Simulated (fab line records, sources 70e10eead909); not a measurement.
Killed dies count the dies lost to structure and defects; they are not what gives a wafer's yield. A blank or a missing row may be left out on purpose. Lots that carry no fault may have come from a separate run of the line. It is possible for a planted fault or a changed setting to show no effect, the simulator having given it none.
Which tool is to blame? | flow nand-harc | 72 wafers from 24 lots sampled at 5 of the route's 1302 steps

== WHAT THE GAUGES SHOWED, per wafer ==
NHARC_A_CONTACT_OVL_MEAS_70. Usual: overlay-x-nm -0.3 nm, standard deviation 0.88; overlay-y-nm 0.0 nm, standard deviation 0.86.
lot  | measured     | on         | overlay-x-nm (nm) | overlay-y-nm (nm) | flag
L074 | day 21 16:32 | overlay-02 | -0.1 0.1 -1.2     | 0.8 0.8 0.8       |
L076 | day 22 04:43 | overlay-01 | 0.7 0.4 0.8       | 0.1 -0.4 0.1      |
L075 | day 22 07:21 | overlay-02 | 0.1 -0.1 -0.1     | 0.8 0.5 0.7       |
L077 | day 22 18:19 | overlay-02 | -1.3 -1.7 -1.6    | 0.0 0.1 0.3       |
L078 | day 23 09:44 | overlay-02 | 0.0 0.3 0.5       | -1.9 -1.8 -2.0    |
L079 | day 23 09:28 | overlay-01 | 1.1 1.0 0.3       | -0.6 -0.8 -0.4    |
L080 | day 24 17:02 | overlay-02 | -0.1 0.5 -0.5     | -0.5 -0.1 -0.8    |
L081 | day 25 06:12 | overlay-02 | 0.3 -0.2 0.6      | -0.3 0.0 -0.1     |
L083 | day 24 22:41 | overlay-01 | -0.8 -1.3 -1.2    | -0.8 -0.3 -0.6    |
L082 | day 25 13:32 | overlay-01 | -0.1 -0.3 -0.2    | 0.3 1.1 0.9       |
L085 | day 25 11:16 | overlay-02 | 0.4 0.2 0.4       | -0.2 0.1 -0.1     |
L084 | day 25 14:27 | overlay-01 | -0.3 -0.4 -0.2    | 1.7 1.8 1.5       |
L086 | day 25 20:17 | overlay-02 | 1.4 0.9 1.5       | 0.0 -0.7 -0.4     |
L089 | day 27 23:07 | overlay-02 | 0.1 -0.1 0.5      | -0.2 -0.2 -0.6    |
L087 | day 28 01:26 | overlay-02 | -1.1 -1.4 -1.6    | -0.6 0.0 -0.4     |
L090 | day 28 14:23 | overlay-02 | -1.4 -2.0 -1.8    | -0.2 0.3 -0.4     |
L088 | day 28 09:01 | overlay-01 | 0.6 0.1 -0.6      | 1.2 0.0 0.6       |
L091 | day 29 02:55 | overlay-01 | 0.6 0.4 0.8       | 0.3 0.0 -0.4      |
L093 | day 29 02:13 | overlay-02 | -1.1 -0.7 -1.1    | 1.4 1.9 1.8       |
L092 | day 29 20:12 | overlay-01 | -1.8 -2.1 -2.4    | 0.1 -0.4 -0.6     |
L094 | day 29 23:49 | overlay-01 | -0.6 -0.6 -0.6    | -0.5 -0.5 -0.3    |
L095 | day 30 09:22 | overlay-01 | 0.5 0.3 0.5       | -1.4 -1.1 -1.6    |
L097 | day 31 09:19 | overlay-02 | -0.6 -0.9 -0.3    | 1.4 1.1 1.4       |
L096 | day 32 21:00 | overlay-02 | -0.6 -0.6 0.2     | 0.0 -0.3 0.1      |

== EACH LOT AND THE TOOL THAT RAN IT (in order: tool; ch and the chambers of the sampled wafers; start) ==
lot  | NHARC_A_WL_FILL_ALD_02              | NHARC_A_WL_FILL_ETCHBACK_17       | NHARC_A_CONTACT_ETCH_116             | NHARC_A_CONTACT_ETCH_90
L074 | ald-metal-02 ch 1,2,3, day 20 04:20 | rie-metal-01 ch 0,1, day 20 16:22 | har-cap-etch-03 ch 0,1, day 21 07:31 | rie-diel-12 ch 0,2,3, day 21 09:39
L076 | ald-metal-02 ch 0,1,2, day 20 18:16 | rie-metal-03 ch 0,1, day 21 05:43 | har-cap-etch-03 ch 0,1, day 21 21:26 | rie-diel-07 ch 0,1,2, day 21 23:39
L075 | ald-metal-02 ch 0,1,3, day 20 20:41 | rie-metal-01 ch 0,1, day 21 05:37 | har-cap-etch-02 ch 0,1, day 21 23:34 | rie-diel-07 ch 1,2, day 22 01:45
L077 | ald-metal-04 ch 2,3, day 21 07:39   | rie-metal-02 ch 1, day 21 18:33   | har-cap-etch-03 ch 0,1, day 22 10:08 | rie-diel-11 ch 0,3, day 22 12:52
L078 | ald-metal-03 ch 0,1,3, day 21 23:43 | rie-metal-02 ch 1, day 22 10:39   | har-cap-etch-01 ch 0,1, day 23 01:43 | rie-diel-07 ch 2,3, day 23 03:52
L079 | ald-metal-02 ch 0,2,3, day 21 23:47 | rie-metal-03 ch 1, day 22 10:36   | har-cap-etch-02 ch 0,1, day 23 01:58 | rie-diel-07 ch 0,1,3, day 23 04:07
L080 | ald-metal-03 ch 0,1,3, day 22 22:40 | rie-metal-03 ch 0,1, day 23 13:08 | har-cap-etch-02 ch 0,1, day 24 04:45 | rie-diel-11 ch 0,1,3, day 24 07:31
L081 | ald-metal-04 ch 0,2,3, day 23 10:17 | rie-metal-01 ch 0,1, day 23 23:25 | har-cap-etch-01 ch 0,1, day 24 19:53 | rie-diel-07 ch 0,1,3, day 24 22:04
L083 | ald-metal-03 ch 0,3, day 23 14:41   | rie-metal-02 ch 0,1, day 24 00:17 | har-cap-etch-03 ch 0,1, day 24 14:37 | rie-diel-07 ch 0,2,3, day 24 16:47
L082 | ald-metal-04 ch 0,1,2, day 23 18:36 | rie-metal-02 ch 0,1, day 24 12:01 | har-cap-etch-01 ch 1, day 25 05:35   | rie-diel-11 ch 1,2,3, day 25 07:43
L085 | ald-metal-03 ch 1,2,3, day 24 02:57 | rie-metal-03 ch 0,1, day 24 14:15 | har-cap-etch-02 ch 0,1, day 25 03:42 | rie-diel-07 ch 0,2,3, day 25 05:51
L084 | ald-metal-03 ch 0,1,2, day 24 05:05 | rie-metal-01 ch 0,1, day 24 14:19 | har-cap-etch-03 ch 0,1, day 25 06:28 | rie-diel-11 ch 0,2,3, day 25 09:13
L086 | ald-metal-02 ch 1,2,3, day 24 05:18 | rie-metal-02 ch 0,1, day 24 15:06 | har-cap-etch-01 ch 0,1, day 25 09:56 | rie-diel-07 ch 0,1,2, day 25 12:35
L089 | ald-metal-02 ch 0,2,3, day 26 07:17 | rie-metal-03 ch 0,1, day 26 22:56 | har-cap-etch-03 ch 0,1, day 27 14:43 | rie-diel-07 ch 0,2, day 27 16:53
L087 | ald-metal-02 ch 0,2,3, day 26 09:52 | rie-metal-02 ch 0,1, day 26 23:02 | har-cap-etch-02 ch 0,1, day 27 14:00 | rie-diel-07 ch 0,1,2, day 27 16:45
L090 | ald-metal-04 ch 0,3, day 26 22:08   | rie-metal-03 ch 0,1, day 27 09:16 | har-cap-etch-03 ch 0,1, day 28 02:35 | rie-diel-11 ch 1,2, day 28 04:49
L088 | ald-metal-03 ch 1,2,3, day 26 22:19 | rie-metal-01 ch 0,1, day 27 09:11 | har-cap-etch-01 ch 0,1, day 28 00:58 | rie-diel-12 ch 0,2,3, day 28 03:09
L091 | ald-metal-04 ch 0,2,3, day 27 10:53 | rie-metal-02 ch 1, day 27 22:02   | har-cap-etch-02 ch 0,1, day 28 15:14 | rie-diel-07 ch 0,2, day 28 17:58
L093 | ald-metal-03 ch 0,1,3, day 27 10:58 | rie-metal-01 ch 0,1, day 27 22:08 | har-cap-etch-01 ch 1, day 28 13:52   | rie-diel-07 ch 0,1,2, day 28 16:02
L092 | ald-metal-03 ch 1,2,3, day 28 04:21 | rie-metal-01 ch 0,1, day 28 15:15 | har-cap-etch-01 ch 0,1, day 29 12:55 | rie-diel-12 ch 0,2, day 29 15:05
L094 | ald-metal-02 ch 0,2, day 28 10:08   | rie-metal-02 ch 0,1, day 28 21:38 | har-cap-etch-02 ch 0,1, day 29 15:14 | rie-diel-07 ch 0,3, day 29 17:55
L095 | ald-metal-02 ch 0,2,3, day 28 19:25 | rie-metal-01 ch 0,1, day 29 09:08 | har-cap-etch-03 ch 0,1, day 30 02:05 | rie-diel-07 ch 0,1, day 30 04:14
L097 | ald-metal-04 ch 1,2, day 29 19:20   | rie-metal-02 ch 0,1, day 30 07:25 | har-cap-etch-03 ch 0,1, day 30 22:19 | rie-diel-07 ch 0,2, day 31 00:26
L096 | ald-metal-03 ch 0,1,2, day 31 04:16 | rie-metal-03 ch 0,1, day 31 17:58 | har-cap-etch-03 ch 1, day 32 13:06   | rie-diel-07 ch 0,1,3, day 32 15:17
- NHARC_A_WL_FILL_ALD_02: deposits TiN, target thk 2 nm, pulse time 3 s, ald cycles 100.
- NHARC_A_WL_FILL_ETCHBACK_17: etches the open film in Cl2/BCl3, target depth 4 nm, time 26.7 s.
- NHARC_A_CONTACT_ETCH_116: etches the open film in C4F8/O2/Ar, time 190 s, target depth 1850 nm.
- NHARC_A_CONTACT_ETCH_90: etches the open film in CH3F/O2, target depth 40 nm, time 85.7 s.

== AS READ BY THE TOOLS THEMSELVES (means over the sampled wafers that have a number; for cases with no such wafer, the mark the record gives instead) ==
NHARC_A_WL_FILL_ALD_02. Usual: heater-power-w 1037 W, standard deviation 73; precursor-pulse-height-rel 1.003, standard deviation 0.018.
lot  | tool         | heater-power-w (W) | precursor-pulse-height-rel | flag
L074 | ald-metal-02 | 988                | 0.998                      |
L076 | ald-metal-02 | 1008               | 1.010                      |
L075 | ald-metal-02 | 996                | 0.999                      |
L077 | ald-metal-04 | 1017               | 0.988                      |
L078 | ald-metal-03 | 1025               | 0.996                      |
L079 | ald-metal-02 | 982                | 0.998                      |
L080 | ald-metal-03 | 1052               | 0.994                      |
L081 | ald-metal-04 | 1039               | 1.013                      |
L083 | ald-metal-03 | 1036               | 1.010                      |
L082 | ald-metal-04 | 1049               | 0.991                      |
L085 | ald-metal-03 | 1090               | 1.005                      |
L084 | ald-metal-03 | 1029               | 0.998                      |
L086 | ald-metal-02 | 1007               | 0.997                      |
L089 | ald-metal-02 | 998                | 1.010                      |
L087 | ald-metal-02 | 995                | 1.010                      |
L090 | ald-metal-04 | 1037               | 1.004                      |
L088 | ald-metal-03 | 1142               | 1.020                      |
L091 | ald-metal-04 | 1047               | 0.996                      |
L093 | ald-metal-03 | 1063               | 1.011                      |
L092 | ald-metal-03 | 1131               | 0.997                      |
L094 | ald-metal-02 | 999                | 1.013                      |
L095 | ald-metal-02 | 1002               | 1.014                      |
L097 | ald-metal-04 | 1045               | 1.026                      |
L096 | ald-metal-03 | 1074               | 0.993                      |

NHARC_A_WL_FILL_ETCHBACK_17. Usual: drypump-motor-current-A 5.4 A, standard deviation 0.44; oes-product-au 1.000 a.u., standard deviation 0.008.
lot  | tool         | drypump-motor-current-A (A) | oes-product-au (a.u.) | flag
L074 | rie-metal-01 | 4.8                         | 0.992                 |
L076 | rie-metal-03 | 5.6                         | 1.017                 |
L075 | rie-metal-01 | 4.8                         | 0.995                 |
L077 | rie-metal-02 | 5.7                         | 1.000                 |
L078 | rie-metal-02 | 5.6                         | 0.993                 |
L079 | rie-metal-03 | 5.4                         | 1.001                 |
L080 | rie-metal-03 | 5.7                         | 1.003                 |
L081 | rie-metal-01 | 4.8                         | 1.004                 |
L083 | rie-metal-02 | 5.7                         | 0.995                 |
L082 | rie-metal-02 | 5.7                         | 0.989                 |
L085 | rie-metal-03 | 5.7                         | 1.006                 |
L084 | rie-metal-01 | 4.8                         | 1.002                 |
L086 | rie-metal-02 | 5.9                         | 1.002                 |
L089 | rie-metal-03 | 5.7                         | 0.992                 |
L087 | rie-metal-02 | 5.7                         | 0.992                 |
L090 | rie-metal-03 | 5.7                         | 0.998                 |
L088 | rie-metal-01 | 4.8                         | 1.004                 |
L091 | rie-metal-02 | 5.6                         | 0.990                 |
L093 | rie-metal-01 | 4.9                         | 1.007                 |
L092 | rie-metal-01 | 4.8                         | 1.000                 |
L094 | rie-metal-02 | 5.9                         | 1.013                 |
L095 | rie-metal-01 | 4.8                         | 0.998                 |
L097 | rie-metal-02 | 5.8                         | 1.010                 |
L096 | rie-metal-03 | 5.6                         | 0.996                 |

NHARC_A_CONTACT_ETCH_90. Usual: drypump-motor-current-A 5.9 A, standard deviation 0.39; oes-product-au 0.96 a.u., standard deviation 0.035; rf-vpp-V 244.6 V, standard deviation 1.5; showerhead-plenum-p-Torr 2.48 Torr, standard deviation 0.085; throttle-valve-pct 20.663 %, standard deviation 0.0083.
lot  | tool        | drypump-motor-current-A (A) | oes-product-au (a.u.) | rf-vpp-V (V) | showerhead-plenum-p-Torr (Torr) | throttle-valve-pct (%) | flag
L074 | rie-diel-12 | 5.5                         | 0.99                  | 244.0        | 2.43                            | 20.658                 |
L076 | rie-diel-07 | 6.1                         | 1.01                  | 244.2        | 2.46                            | 20.671                 |
L075 | rie-diel-07 | 6.0                         | 0.93                  | 245.2        | 2.51                            | 20.662                 |
L077 | rie-diel-11 | 5.4                         | 0.92                  | 244.7        | 2.45                            | 20.662                 |
L078 | rie-diel-07 | 5.8                         | 0.93                  | 245.0        | 2.55                            | 20.664                 |
L079 | rie-diel-07 | 5.9                         | 0.98                  | 245.7        | 2.49                            | 20.674                 |
L080 | rie-diel-11 | 5.8                         | 0.93                  | 244.2        | 2.49                            | 20.662                 |
L081 | rie-diel-07 | 5.9                         | 1.00                  | 244.8        | 2.49                            | 20.656                 |
L083 | rie-diel-07 | 6.0                         | 0.95                  | 244.9        | 2.47                            | 20.662                 |
L082 | rie-diel-11 | 5.7                         | 0.93                  | 244.6        | 2.48                            | 20.662                 |
L085 | rie-diel-07 | 6.0                         | 0.98                  | 244.9        | 2.47                            | 20.665                 |
L084 | rie-diel-11 | 5.8                         | 0.93                  | 244.1        | 2.47                            | 20.666                 |
L086 | rie-diel-07 | 6.1                         | 1.00                  | 244.0        | 2.46                            | 20.665                 |
L089 | rie-diel-07 | 6.2                         | 1.00                  | 244.0        | 2.43                            | 20.666                 |
L087 | rie-diel-07 | 6.1                         | 0.93                  | 244.5        | 2.45                            | 20.666                 |
L090 | rie-diel-11 | 6.2                         | 0.93                  | 246.5        | 2.51                            | 20.661                 |
L088 | rie-diel-12 | 5.5                         | 1.00                  | 243.7        | 2.41                            | 20.665                 |
L091 | rie-diel-07 | 6.2                         | 0.99                  | 244.1        | 2.39                            | 20.663                 |
L093 | rie-diel-07 | 6.1                         | 1.00                  | 243.5        | 2.45                            | 20.668                 |
L092 | rie-diel-12 | 5.1                         | 1.00                  | 243.4        | 2.41                            | 20.662                 |
L094 | rie-diel-07 | 6.1                         | 0.92                  | 243.6        | 2.42                            | 20.663                 |
L095 | rie-diel-07 | 6.2                         | 0.92                  | 243.1        | 2.41                            | 20.662                 |
L097 | rie-diel-07 | 6.2                         | 1.00                  | 244.4        | 2.43                            | 20.669                 |
L096 | rie-diel-07 | 5.9                         | 0.92                  | 244.6        | 2.48                            | 20.666                 |

== THE ANSWER, worked out from the rows above alone ==
Rule: take the mean of a lot's wafers that have a number; if it is more than 3 standard deviations from the usual mean, the lot is off. A lot without any number at a reading at which 4 lots or more have one is off too. All remaining lots with rows at the step are treated as sound. First the gauges in route order, then the tools' own readings, where a lot's mean is used as printed above. At the first step where some lot is off, the reading lying furthest off is the one used; lots without a number count as furthest.
No lot is off on any of the readings shown, so nothing can be concluded from this.

== WHAT THE SIMULATOR PUT IN ==
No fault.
